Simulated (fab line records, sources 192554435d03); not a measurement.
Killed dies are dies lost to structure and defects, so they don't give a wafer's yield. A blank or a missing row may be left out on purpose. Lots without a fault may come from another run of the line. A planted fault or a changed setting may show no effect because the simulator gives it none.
fab line records | flow n5_finfet | part 2 of 2: steps 20 to 26 of 26
record lots=5 wafers=15 last_day=18
route steps=1938 shown HKMG_FIN@446 GATE_CUT@465
lots that met no fault: from a run of the same line without faults
start_h: hours from the record's first day to the start of the lot's first wafer shown | wait_h: hours since the lot's step before | " the same as in the row above | L1.1+2: a row that stands for several wafers | - no value, or no start given | * or withheld: withheld | < > ~ a bound
route shown NAME@n: a module of which the file shows steps, and the number in the route of the first | usual: mean/standard deviation of fault-free wafers | same: alike in all rows | chamber/n: place in a boat | sites: the reading at each site | _std_site: their standard deviation | _edge_site: outer sites' mean less inner sites' | radius_mm: how far each site lies from the wafer's centre | mask NAME#n: copy n | behind: the tool/chamber that last shaped the wafer | hold: why the lot was held/for how many hours/how that ended | device: the transistor (n, p or np) that didn't switch | end of line: the same wafers' tests at the end of the route | a step without rows: its recipe alone | killed: dies lost to structure and defects at the first sort, not the wafer's yield | map: a wafer's dies, x killed, . not, _ none there
set.NAME: the setting as run; set.NAME@STEP: as run at that earlier step | model.NAME: the simulator's own value behind a step, which no gauge read
lots at some steps of the route; a table a step, a row a wafer
services: from which hour (start_h, from the record's first day; less than 0 if before it) a tool's chamber was out of use, for how many hours, and why
## steps
# step N5_GATE_CUT_ETCH_56
# recipe chemistry=Cl2/Ar target=TiN target_depth_a=216 pressure_mtorr=10 icp_w=600 bias_w=60 Cl2_flow_sccm=40 Ar_flow_sccm=60
# usual drypump_motor_current_A=5.7/0.34 mfc_ar_sccm=60.00/0.17 oes_product_au=0.76/0.12 throttle_valve_pct=20.91/0.18
# columns lot.wafer tool chamber start_h wait_h drypump_motor_current_A mfc_ar_sccm oes_product_au rf_hours_counter_h throttle_valve_pct
L076.2 rie_metal-03 1 90.38 0.1 5.6 60.10 0.96 0 20.74
L076.5 " 0 " " 5.5 59.75 0.78 - 21.01
L076.6 " 1 " " 5.6 60.37 0.96 - 20.74
L080.2 rie_metal-01 1 116.49 0.2 6.2 59.96 0.65 - 20.76
L080.4 " 1 " " 6.2 60.08 0.64 - 20.77
L080.6 " 1 " " 6.2 60.00 0.64 - 20.77
L089.3 rie_metal-01 0 171.86 0.1 6.1 59.93 0.94 - 20.67
L089.5 " 1 " " 6.2 60.06 0.63 - 20.79
L089.6 " 0 " " 6.1 60.05 0.93 - 20.65
L094.2 rie_metal-01 1 199.12 0.1 6.2 59.90 0.63 106 20.81
L094.3 " 0 " " 6.1 59.91 0.91 - 20.66
L094.5 " 0 " " 6.1 60.26 0.90 - 20.67
L095.1 rie_metal-03 1 205.91 0.1 5.6 60.07 0.88 9 20.77
L095.4 " 0 " " 5.5 60.30 0.75 - 21.04
L095.5 " 0 " " 5.5 60.12 0.75 - 21.03
# step N5_GATE_CUT_ETCHBACK_30
# recipe chemistry=Cl2/Ar target=TiN target_depth_a=30 mode=isotropic pressure_mtorr=10 icp_w=600 bias_w=60 Cl2_flow_sccm=40 Ar_flow_sccm=60
# usual drypump_motor_current_A=5.7/0.34 mfc_ar_sccm=59.98/0.18 oes_product_au=0.76/0.12 throttle_valve_pct=20.91/0.18
# columns lot.wafer tool chamber start_h wait_h drypump_motor_current_A mfc_ar_sccm oes_product_au rf_hours_counter_h throttle_valve_pct
L076.2 rie_metal-03 1 90.47 0.1 5.6 60.11 0.95 0 20.74
L076.5 " 0 " " 5.5 59.85 0.77 - 21.01
L076.6 " 1 " " 5.6 59.89 0.97 - 20.72
L080.2 rie_metal-01 1 116.65 0.1 6.2 59.94 0.65 - 20.77
L080.4 " 1 " " 6.2 60.08 0.64 - 20.79
L080.6 " 1 " " 6.2 59.93 0.65 - 20.79
L089.3 rie_metal-01 0 171.93 0.0 6.1 60.24 0.94 - 20.66
L089.5 " 1 " " 6.2 59.85 0.64 - 20.80
L089.6 " 0 " " 6.1 59.93 0.93 - 20.67
L094.2 rie_metal-01 1 199.21 0.1 6.3 59.74 0.63 106 20.80
L094.3 " 0 " " 6.1 59.79 0.91 - 20.67
L094.5 " 0 " " 6.1 60.03 0.91 - 20.66
L095.1 rie_metal-03 1 206.00 0.1 5.6 60.22 0.88 9 20.76
L095.4 " 0 " " 5.4 59.96 0.75 - 21.01
L095.5 " 0 " " 5.4 59.81 0.75 - 21.03
# step N5_GATE_CUT_VAPOR_ETCH_60
# recipe chemistry=BCl3/Cl2 target=HfO2 mode=isotropic
# usual drypump_motor_current_A=5.7/0.34 oes_product_au=0.76/0.12
# columns lot.wafer tool chamber start_h wait_h drypump_motor_current_A oes_product_au
L076.2 rie_metal-03 1 90.50 0.0 5.6 0.96
L076.5 " 0 " " 5.5 0.77
L076.6 " 1 " " 5.6 0.96
L080.2 rie_metal-01 1 116.71 0.1 6.2 0.65
L080.4 " 1 " " 6.2 0.65
L080.6 " 1 " " 6.2 0.65
L089.3 rie_metal-01 0 171.96 0.0 6.1 0.93
L089.5 " 1 " " 6.2 0.64
L089.6 " 0 " " 6.1 0.93
L094.2 rie_metal-01 1 199.24 0.0 6.2 0.63
L094.3 " 0 " " 6.1 0.91
L094.5 " 0 " " 6.1 0.91
L095.1 rie_metal-03 1 206.03 0.0 5.6 0.88
L095.4 " 0 " " 5.4 0.75
L095.5 " 0 " " 5.5 0.75
# step N5_GATE_CUT_ETCH_58
# recipe chemistry=CH3F/O2 target=SiNx target_depth_a=170 time_s=128.6 ion_energy_ev=50 pressure_mtorr=30 source_w=415 bias_w=21 Ar_flow_sccm=150 CH3F_flow_sccm=30 O2_flow_sccm=20
# usual drypump_motor_current_A=5.7/0.35 mfc_ar_sccm=150.0/0.45 oes_product_au=0.79/0.085 rf_vpp_V=99.0/0.95 showerhead_plenum_p_Torr=2.00/0.081 throttle_valve_pct=16.35/0.2
# columns lot.wafer tool chamber start_h wait_h drypump_motor_current_A mfc_ar_sccm oes_product_au rf_hours_counter_h rf_vpp_V showerhead_plenum_p_Torr throttle_valve_pct
L076.2 rie_diel-02 2 90.55 0.0 5.5 150.6 0.81 82 99.8 1.94 16.16
L076.5 " 0 " " 5.4 150.3 0.72 - 100.0 2.06 16.32
L076.6 " 1 " " 6.3 150.3 0.83 - 98.0 2.11 16.55
L080.2 rie_diel-05 2 116.78 0.1 6.0 149.9 0.72 187 100.4 2.07 16.13
L080.4 " 2 " " 6.0 149.9 0.71 - 98.3 2.07 16.12
L080.6 " 0 " " 6.1 150.6 0.74 - 98.9 2.01 16.33
L089.3 rie_diel-02 1 172.00 0.0 6.3 149.8 0.80 98 98.9 2.10 16.59
L089.5 " 2 " " 5.5 150.0 0.79 - 98.6 1.93 16.20
L089.6 " 3 " " 5.5 150.2 0.75 - 98.5 1.99 16.39
L094.2 rie_diel-06 1 199.29 0.0 5.9 149.9 0.76 142 99.3 1.85 16.70
L094.3 " 0 " " 5.7 150.3 0.81 111 99.3 2.10 16.37
L094.5 " 1 " " 5.9 149.4 0.76 - 97.2 1.85 16.72
L095.1 rie_diel-02 1 206.08 0.0 6.3 150.1 0.79 108 98.9 2.10 16.62
L095.4 " 2 " " 5.5 149.7 0.77 118 97.9 1.93 16.23
L095.5 " 1 " " 6.4 149.8 0.79 - 98.5 2.10 16.61
# step N5_GATE_CUT_STRIP_59
# recipe chemistry=N2/H2 time_s=20 power_w=100 temp_c=40 pressure_mtorr=100 rf_frequency_hz=6e+07 bias_power_w=3 n2_flow_sccm=300 h2_flow_sccm=300
# usual drypump_motor_current_A=5.8/0.35 oes_product_au=0.79/0.085 rf_vpp_V=45.3/0.87 showerhead_plenum_p_Torr=3.37/0.13 throttle_valve_pct=12.23/0.23
# columns lot.wafer tool chamber start_h wait_h drypump_motor_current_A oes_product_au rf_hours_counter_h rf_vpp_V showerhead_plenum_p_Torr throttle_valve_pct
L076.2 rie_diel-02 2 90.65 0.1 5.5 0.81 82 45.4 3.28 11.97
L076.5 " 0 " " 5.4 0.72 - 45.1 3.47 12.29
L076.6 " 1 " " 6.4 0.83 - 45.3 3.57 12.38
L080.2 rie_diel-05 2 116.89 0.1 6.0 0.73 187 45.0 3.49 12.02
L080.4 " 2 " " 6.1 0.72 - 45.9 3.49 12.03
L080.6 " 0 " " 6.2 0.75 - 45.6 3.38 12.24
L089.3 rie_diel-02 1 172.10 0.1 6.3 0.81 98 43.7 3.55 12.45
L089.5 " 2 " " 5.5 0.79 - 44.9 3.27 12.02
L089.6 " 3 " " 5.5 0.76 - 45.4 3.37 12.33
L094.2 rie_diel-06 1 199.39 0.1 5.9 0.76 142 45.8 3.13 12.52
L094.3 " 0 " " 5.7 0.81 111 45.9 3.54 12.28
L094.5 " 1 " " 5.9 0.75 - 43.7 3.13 12.52
L095.1 rie_diel-02 1 206.18 0.1 6.4 0.78 108 45.3 3.55 12.48
L095.4 " 2 " " 5.5 0.77 118 44.8 3.26 12.06
L095.5 " 1 " " 6.4 0.78 - 45.7 3.55 12.48
# step N5_GATE_CUT_PRECLEAN_31
# recipe temp_c=23 chemistry=DIW time_s=300
# columns lot.wafer tool chamber start_h wait_h
L076.2+5+6 wet_bench-01 5,4,0 90.73 0.1
L080.2+4+6 wet_bench-06 2,1,6 116.97 0.1
L089.3+5+6 wet_bench-03 7,1,2 172.19 0.1
L094.2+3+5 wet_bench-01 6,7,0 199.47 0.1
L095.1+4+5 wet_bench-06 2,7,3 206.27 0.1
# step N5_GATE_CUT_SRD_32
# recipe time_s=30 temp_c=23 rinse_liquid=diw dry=ipa_marangoni
# columns lot.wafer tool chamber start_h wait_h
L076.2+5+6 wet_bench-01 5,4,0 90.83 0.0
L080.2+4+6 wet_bench-06 2,1,6 117.06 0.0
L089.3+5+6 wet_bench-03 7,1,2 172.27 0.0
L094.2+3+5 wet_bench-01 6,7,0 199.56 0.0
L095.1+4+5 wet_bench-06 2,7,3 206.35 0.0
## services
# columns tool chamber start_h hours kind
cmp-03 - 67.44 4.8 pm
cmp-03 - 74.63 1.9 repair
cvd_w-01 1 74.95 17.3 repair
wet_bench-06 - 77.45 4.2 repair
cmp-03 - 93.06 3.3 repair
cmp-03 - 102.10 1.4 repair
cvd_w-01 1 106.58 9.9 repair
cmp-03 - 115.28 1.9 repair
cvd_w-02 0 118.68 4.3 repair
cmp-03 - 122.34 0.2 repair
ald_metal-03 - 129.91 14.6 pm
wet_bench-06 - 131.00 1.9 repair
cvd_w-02 - 135.16 28.1 pm
ald_metal-04 - 137.18 6.0 pm
cmp-03 - 150.85 4.0 pm
wet_bench-04 - 151.63 1.1 repair
plasma_asher-02 - 160.82 2.8 pm
wet_bench-05 - 163.37 1.3 repair
ald_metal-02 1 167.20 16.6 repair
ald_metal-04 3 169.42 2.5 repair
cvd_w-01 - 172.48 3.8 pm
rie_diel-02 2 186.31 1.2 repair
ald_metal-04 - 190.79 0.3 repair
rie_diel-01 1 203.47 7.2 repair
